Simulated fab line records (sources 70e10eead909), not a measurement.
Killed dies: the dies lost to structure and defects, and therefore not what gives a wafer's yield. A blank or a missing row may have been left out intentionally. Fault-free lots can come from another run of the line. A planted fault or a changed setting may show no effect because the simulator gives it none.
Which tool was responsible?    flow nandHarc    Sampling: 24 lots, 72 wafers, 4 of 1159 route steps

WHAT THE GAUGES READ, wafer by wafer
NHARC_A_CONTACT_CD_MEAS_53. Usual: cdNm 189.5 nm, standard deviation 0.61.
lot   measured      on        cdNm (nm)          flag
L074  day 16 08:16  cdSem-02  188.8 190.2 189.2  
L077  day 16 19:50  cdSem-02  189.5 189.9 189.2  
L076  day 17 02:34  cdSem-02  189.7 189.4 188.6  
L075  day 16 21:37  cdSem-02  189.8 190.2 190.4  
L078  day 17 05:02  cdSem-03  189.4 189.9 190.1  
L079  day 18 00:16  cdSem-02  189.8 189.4 189.0  
L080  day 17 22:03  cdSem-01  189.6 188.8 189.7  
L083  day 18 14:47  cdSem-01  188.9 188.6 187.9  
L081  day 18 12:43  cdSem-02  190.5 190.7 190.2  
L082  day 19 00:36  cdSem-03  189.4 189.4 189.4  
L084  day 19 00:09  cdSem-01  189.1 189.3 189.1  
L085  day 19 16:16  cdSem-02  189.8 189.4 190.1  
L089  day 19 20:09  cdSem-01  189.1 189.6 189.2  
L087  day 19 14:33  cdSem-02  188.8 188.8 189.6  
L086  day 19 21:56  cdSem-01  189.5 189.3 190.0  
L088  day 20 12:13  cdSem-01  189.4 189.6 189.9  
L090  day 20 10:46  cdSem-01  189.8 189.3 189.8  
L091  day 20 21:50  cdSem-02  189.5 189.7 189.8  
L092  day 20 21:58  cdSem-01  190.4 189.8 190.7  
L094  day 21 15:04  cdSem-02  189.6 189.9 190.3  
L093  day 21 18:33  cdSem-02  188.6 189.2 188.7  
L095  day 21 22:11  cdSem-03  188.6 188.7 188.9  
L096  day 22 17:08  cdSem-01  189.6 189.3 189.4  
L097  day 23 05:16  cdSem-02  188.6 188.6 188.9  

WHAT TOOL EACH LOT RAN ON (gives the tool, then ch and the chambers of the sampled wafers, and finally the start)
lot   NHARC_A_SLIT_ETCH_29               NHARC_A_WL_FILL_ETCHBACK_17       NHARC_A_CONTACT_ETCH_122
L074  rieDiel-10 ch 0,3, day 14 12:26    rieMetal-02 ch 0,1, day 15 13:46  harCapEtch-01 ch 0,1, day 16 07:22
L077  rieDiel-10 ch 0,3, day 14 23:08    rieMetal-02 ch 0,1, day 15 22:45  harCapEtch-02 ch 0,1, day 16 18:56
L076  rieDiel-10 ch 0,1,3, day 15 00:42  rieMetal-01 ch 0,1, day 15 22:23  harCapEtch-01 ch 0,1, day 17 01:34
L075  rieDiel-07 ch 0,3, day 15 01:43    rieMetal-03 ch 0,1, day 15 22:22  harCapEtch-03 ch 0,1, day 16 20:40
L078  rieDiel-10 ch 1,2,3, day 15 02:24  rieMetal-02 ch 0,1, day 16 08:52  harCapEtch-01 ch 0,1, day 17 04:08
L079  rieDiel-09 ch 0,1, day 16 02:25    rieMetal-02 ch 0,1, day 17 01:35  harCapEtch-02 ch 0,1, day 17 23:21
L080  rieDiel-10 ch 1,3, day 16 04:21    rieMetal-01 ch 1, day 17 01:37    harCapEtch-03 ch 0,1, day 17 21:06
L083  rieDiel-07 ch 0,2,3, day 16 18:55  rieMetal-03 ch 0,1, day 17 18:13  harCapEtch-03 ch 0,1, day 18 13:53
L081  rieDiel-07 ch 0,3, day 16 20:37    rieMetal-02 ch 0,1, day 17 18:16  harCapEtch-02 ch 0,1, day 18 11:47
L082  rieDiel-09 ch 0,1,2, day 16 22:00  rieMetal-01 ch 0,1, day 18 01:26  harCapEtch-02 ch 0,1, day 18 23:40
L084  rieDiel-07 ch 0,3, day 16 22:16    rieMetal-03 ch 0,1, day 18 01:25  harCapEtch-01 ch 0, day 18 23:13
L085  rieDiel-07 ch 0,1, day 17 15:29    rieMetal-03 ch 1, day 18 20:21    harCapEtch-02 ch 0,1, day 19 15:20
L089  rieDiel-10 ch 0,2,3, day 17 15:41  rieMetal-01 ch 0,1, day 18 20:08  harCapEtch-03 ch 0,1, day 19 19:12
L087  rieDiel-07 ch 1,2,3, day 17 17:10  rieMetal-02 ch 0,1, day 18 20:46  harCapEtch-03 ch 1, day 19 13:37
L086  rieDiel-09 ch 0,2,3, day 17 17:28  rieMetal-01 ch 0,1, day 18 23:30  harCapEtch-02 ch 0,1, day 19 20:56
L088  rieDiel-07 ch 2,3, day 18 11:58    rieMetal-02 ch 0,1, day 19 13:09  harCapEtch-03 ch 0,1, day 20 11:13
L090  rieDiel-07 ch 0,1,3, day 18 13:58  rieMetal-02 ch 0,1, day 19 16:22  harCapEtch-02 ch 0,1, day 20 09:52
L091  rieDiel-09 ch 0,1,3, day 18 21:32  rieMetal-01 ch 0,1, day 20 03:14  harCapEtch-01 ch 1, day 20 20:56
L092  rieDiel-10 ch 0,1,3, day 18 21:54  rieMetal-02 ch 0,1, day 20 03:11  harCapEtch-02 ch 0,1, day 20 21:05
L094  rieDiel-09 ch 0,1,3, day 19 13:30  rieMetal-01 ch 0,1, day 20 17:22  harCapEtch-01 ch 0,1, day 21 14:10
L093  rieDiel-10 ch 1,2,3, day 19 13:40  rieMetal-03 ch 0,1, day 20 16:56  harCapEtch-02 ch 0,1, day 21 16:13
L095  rieDiel-10 ch 0,3, day 19 16:41    rieMetal-02 ch 0,1, day 20 19:47  harCapEtch-01 ch 0, day 21 21:16
L096  rieDiel-09 ch 1,2, day 20 17:30    rieMetal-03 ch 0,1, day 21 20:53  harCapEtch-03 ch 0, day 22 16:13
L097  rieDiel-10 ch 0,1, day 20 19:10    rieMetal-03 ch 0,1, day 22 05:30  harCapEtch-01 ch 0,1, day 23 04:23
- NHARC_A_SLIT_ETCH_29: etches the open film in CF4/O2, target depth 100 nm, overetch 10 nm, time 55 s.
- NHARC_A_WL_FILL_ETCHBACK_17: etches the open film in Cl2/BCl3, target depth 4 nm, time 26.7 s.
- NHARC_A_CONTACT_ETCH_122: etches the open film in C4F8/O2/Ar, time 95 s, target depth 930 nm.

AS READ BY THE TOOLS THEMSELVES (means over the sampled wafers that have a number; for cases with no such wafer, the mark the record gives instead)
NHARC_A_SLIT_ETCH_29. Usual: value, then standard deviation, for each; cf4FlowSccm 79.97 sccm / 0.22; drypumpMotorCurrentA 5.8 A / 0.38; oes_f_703_au 1.001 a.u. / 0.0049; oesProductAu 1.002 a.u. / 0.012; rfVppV 197.5 V / 1.5; showerheadPlenumPTorr 1.32 Torr / 0.06; throttleValvePct 13.398 % / 0.0097.
lot   tool        cf4FlowSccm (sccm)  drypumpMotorCurrentA (A)  oes_f_703_au (a.u.)  oesProductAu (a.u.)  rfVppV (V)  showerheadPlenumPTorr (Torr)  throttleValvePct (%)  flag
L074  rieDiel-10  79.88               6.2                       1.003                1.004                197.7       1.30                          13.393                
L077  rieDiel-10  80.09               6.2                       0.997                0.999                198.5       1.36                          13.408                
L076  rieDiel-10  79.95               6.1                       1.004                1.001                198.2       1.35                          13.398                
L075  rieDiel-07  79.92               5.7                       1.000                0.990                196.5       1.28                          13.402                
L078  rieDiel-10  80.05               5.7                       0.999                1.010                198.1       1.35                          13.396                
L079  rieDiel-09  79.73               6.3                       1.004                1.007                196.5       1.27                          13.407                
L080  rieDiel-10  79.85               5.9                       1.000                1.003                197.3       1.30                          13.400                
L083  rieDiel-07  80.16               5.5                       1.006                0.993                195.9       1.28                          13.394                
L081  rieDiel-07  80.01               5.7                       0.998                0.995                196.8       1.27                          13.405                
L082  rieDiel-09  79.91               6.1                       1.001                1.012                195.9       1.29                          13.399                
L084  rieDiel-07  80.05               5.7                       0.999                0.983                196.4       1.27                          13.401                
L085  rieDiel-07  80.01               5.7                       0.999                0.991                197.1       1.30                          13.399                
L089  rieDiel-10  80.07               5.8                       1.000                1.000                197.4       1.35                          13.402                
L087  rieDiel-07  79.92               5.5                       1.002                0.988                197.6       1.31                          13.395                
L086  rieDiel-09  80.00               5.9                       0.999                1.012                197.8       1.31                          13.403                
L088  rieDiel-07  79.88               5.5                       0.997                1.010                197.7       1.30                          13.402                
L090  rieDiel-07  79.88               5.7                       1.003                1.003                197.1       1.30                          13.392                
L091  rieDiel-09  79.87               6.2                       1.000                1.011                196.1       1.29                          13.398                
L092  rieDiel-10  80.01               6.0                       1.001                0.997                197.7       1.35                          13.391                
L094  rieDiel-09  80.18               6.2                       1.001                1.003                197.1       1.29                          13.407                
L093  rieDiel-10  80.03               5.7                       1.002                1.008                198.8       1.35                          13.390                
L095  rieDiel-10  79.83               6.1                       1.002                0.994                197.1       1.30                          13.401                
L096  rieDiel-09  79.97               6.2                       1.002                0.999                196.5       1.28                          13.392                
L097  rieDiel-10  79.73               5.9                       1.001                1.001                199.8       1.40                          13.403                

NHARC_A_WL_FILL_ETCHBACK_17. Usual: drypumpMotorCurrentA 5.8 A, standard deviation 0.37; oesProductAu 1.000 a.u., standard deviation 0.0092.
lot   tool         drypumpMotorCurrentA (A)  oesProductAu (a.u.)  flag
L074  rieMetal-02  6.0                       0.989                
L077  rieMetal-02  6.1                       0.997                
L076  rieMetal-01  6.0                       0.999                
L075  rieMetal-03  5.8                       1.003                
L078  rieMetal-02  5.7                       0.999                
L079  rieMetal-02  6.1                       0.993                
L080  rieMetal-01  5.5                       0.994                
L083  rieMetal-03  5.8                       1.000                
L081  rieMetal-02  5.8                       0.990                
L082  rieMetal-01  5.7                       1.001                
L084  rieMetal-03  5.6                       1.004                
L085  rieMetal-03  5.4                       1.006                
L089  rieMetal-01  5.7                       1.000                
L087  rieMetal-02  5.8                       0.999                
L086  rieMetal-01  5.7                       1.001                
L088  rieMetal-02  5.8                       0.999                
L090  rieMetal-02  5.8                       0.998                
L091  rieMetal-01  5.9                       1.003                
L092  rieMetal-02  6.1                       0.998                
L094  rieMetal-01  5.7                       0.995                
L093  rieMetal-03  5.6                       1.004                
L095  rieMetal-02  6.0                       1.008                
L096  rieMetal-03  5.6                       1.009                
L097  rieMetal-03  5.8                       1.002                

THE ANSWER, worked out from the rows above alone
Rule: take the mean of a lot's wafers that have a number; if it is more than 3 standard deviations from the usual mean, the lot is off. Also off: a lot with no number at a reading for which 4 or more lots have one. Any other lot the step has rows for is counted as sound. The gauges are gone through in route order, then the tools' own readings, and for those a lot's mean is taken as printed above. At the first step where some lot is off, the reading lying furthest off is the one used; lots without a number count as furthest.
No lot is off at any reading shown: from this, nothing can be told.

WHAT HAD BEEN PUT IN BY THE SIMULATOR
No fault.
